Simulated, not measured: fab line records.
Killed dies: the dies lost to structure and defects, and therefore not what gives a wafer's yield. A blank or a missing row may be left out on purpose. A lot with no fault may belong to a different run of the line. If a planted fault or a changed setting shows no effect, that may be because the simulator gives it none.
Struck lot and sound lot, side by side ; flow n5 finfet ; 18 out of 1938 route steps
Sound: the wafers L970.1, L970.2, L970.4. Struck: wafer L966.1 (left out: L966.5, L966.6 of the same lot, which were not struck); the cause appears at the end.
Per side, at each step with rows, come the tool, then ch with its chambers, and then its first start. Under that, the readings that differ: sound wafers ; struck wafers ; difference of the means ; sigmas: that difference in standard deviations of wafers without a fault.
alike: readings whose means differ by less than 2 such deviations, and words and numbers that are the same on both sides. not compared: withheld readings, readings that some wafer has no value for, bounds like >300 that may hide the same value, and numbers for which the record gives no deviation and whose values overlap.
A row with sigmas, a row that says differs or no value, or rows on one side alone: a step with any of these is where the two part. Non-overlapping numbers with no deviation appear without sigmas and do not part them. Lack of a reading on every wafer of one side parts them only where that side has two or more wafers.

first, 6 steps without rows for these wafers: N5_BEOL_M7_COAT_22 (resist thk 30 nm); N5_BEOL_M7_EBR_24; N5_BEOL_M7_SOFTBAKE_23 (time 60 s); N5_BEOL_M7_EXPOSE_25 (exposes mask V6, target cd 40 nm); N5_BEOL_M7_PEB_26 (peb time 60 s); N5_BEOL_M7_DEVELOP_27 (develop time 30 s).
N5_BEOL_M7_CD_MEAS_28: the cd target is 40 nm.
  sound on cd sem-01 ch 0, day 14 06:47; struck on cd sem-01 ch 0, day 12 22:19
  alike: cd nm
N5_BEOL_M7_OVL_MEAS_29:
  sound on overlay-01 ch 0, day 14 06:49; struck on overlay-02 ch 0, day 12 22:20
  alike: V6_OVL
N5_BEOL_M7_INSPECT_30: inspects for defects (brightfield).
  sound: defect inspect-02 at day 14 06:52; struck: defect inspect-02 at day 12 22:24
  alike: raw defect count
N5_BEOL_M7_DESCUM_33: chemistry O2, time 7 s.
  sound on rie diel-04 ch 0,1,2, day 14 06:54; struck on rie diel-03 ch 2, day 12 22:39
reading;sound;struck;difference;sigmas
drypump motor current A (A);5.1 5.3 4.9;6.2;+1.1;+2
oes product au (a.u.);0.68 0.70 0.71;0.93;+0.23;+3
  alike: rf vpp V, showerhead plenum p Torr, throttle valve pct
  not compared: rf hours counter h
N5_BEOL_M7_ETCH_72: etches underlayer in N2/H2, target depth 6.5 nm, time 5.2 s.
  sound on rie diel-04 ch 0,1,2, day 14 06:56; struck on rie diel-03 ch 2, day 12 22:41
reading;sound;struck;difference;sigmas
etch rf on time s (s);5.14 5.19 5.32;4.95;-0.27;-2
oes product au (a.u.);0.59 0.61 0.60;0.80;+0.20;+3
throttle valve pct (%);17.86 17.69 18.34;17.43;-0.53;-2
  alike: drypump motor current A, rf vpp V, showerhead plenum p Torr
  not compared: rf hours counter h
N5_BEOL_M7_ETCH_65: etches SiARC in CF4, target depth 15.6 nm, time 26 s.
  sound on rie diel-04 ch 0,1,2, day 14 06:57; struck on rie diel-03 ch 2, day 12 22:42
reading;sound;struck;difference;sigmas
drypump motor current A (A);5.1 5.3 4.9;6.2;+1.1;+2
etch rf on time s (s);25.7 26.1 26.9;24.8;-1.4;-3
oes product au (a.u.);0.59 0.60 0.60;0.80;+0.20;+3
throttle valve pct (%);15.81 15.51 16.08;15.32;-0.48;-2
  alike: rf vpp V, showerhead plenum p Torr
  not compared: rf hours counter h
N5_BEOL_M7_ETCH_66: etches SOC in N2/H2, target depth 80 nm, overetch 16 nm, time 120 s.
  sound on rie diel-04 ch 0,1,2, day 14 06:59; struck on rie diel-03 ch 2, day 12 22:44
reading;sound;struck;difference;sigmas
oes product au (a.u.);0.53 0.54 0.55;0.70;+0.16;+3
model.SiARC_of_BEOL_M7_COAT_64.thk nm (nm);6.4 6.4 6.6;8.2;+1.7;
model.BEOL_M7.cd nm (nm);40 40 40;39.4;-0.6;
model.etch.depth nm (nm);59.61 59.82 59.73;59.88;+0.16;
  alike: drypump motor current A, rf vpp V, showerhead plenum p Torr, throttle valve pct
  not compared: rf hours counter h
then, 2 steps without rows for these wafers: N5_BEOL_M7_STRIP_69 (strips in N2/H2); N5_BEOL_M7_STRIP_73 (strips in N2/H2).
N5_BEOL_M7_VIA_ETCH_34: etches SiCOH lowk in C4F6/O2, target depth 125.5 nm, time 50.5 s.
  sound on rie diel-04 ch 0,1,2, day 14 07:05; struck on rie diel-03 ch 2, day 12 22:50
reading;sound;struck;difference;sigmas
oes product au (a.u.);0.68 0.71 0.71;0.93;+0.23;+3
model.BEOL_M7.cd nm (nm);40 39.8 40;39.4;-0.5;
  alike: drypump motor current A, rf vpp V, showerhead plenum p Torr, throttle valve pct
  not compared: rf hours counter h
then, 1 step without rows for these wafers: N5_BEOL_M7_STRIP_76 (strips in C4F6/O2).
-- here the record skips 4 days between the struck wafers' starts before and after, leaving off in module BEOL_M7 and picking up in module PASSIVATION (first step shown: number 1936 of the route) --
N5_PASSIVATION_PROBE_49:
  record: rows for the struck wafers here (prober-01, day 16 13:55), none for the sound ones

== WHERE THEY PART ==
At N5_BEOL_M7_DESCUM_33 first; at N5_PASSIVATION_PROBE_49 last (within this record only).

WHY: the cause the simulator had injected
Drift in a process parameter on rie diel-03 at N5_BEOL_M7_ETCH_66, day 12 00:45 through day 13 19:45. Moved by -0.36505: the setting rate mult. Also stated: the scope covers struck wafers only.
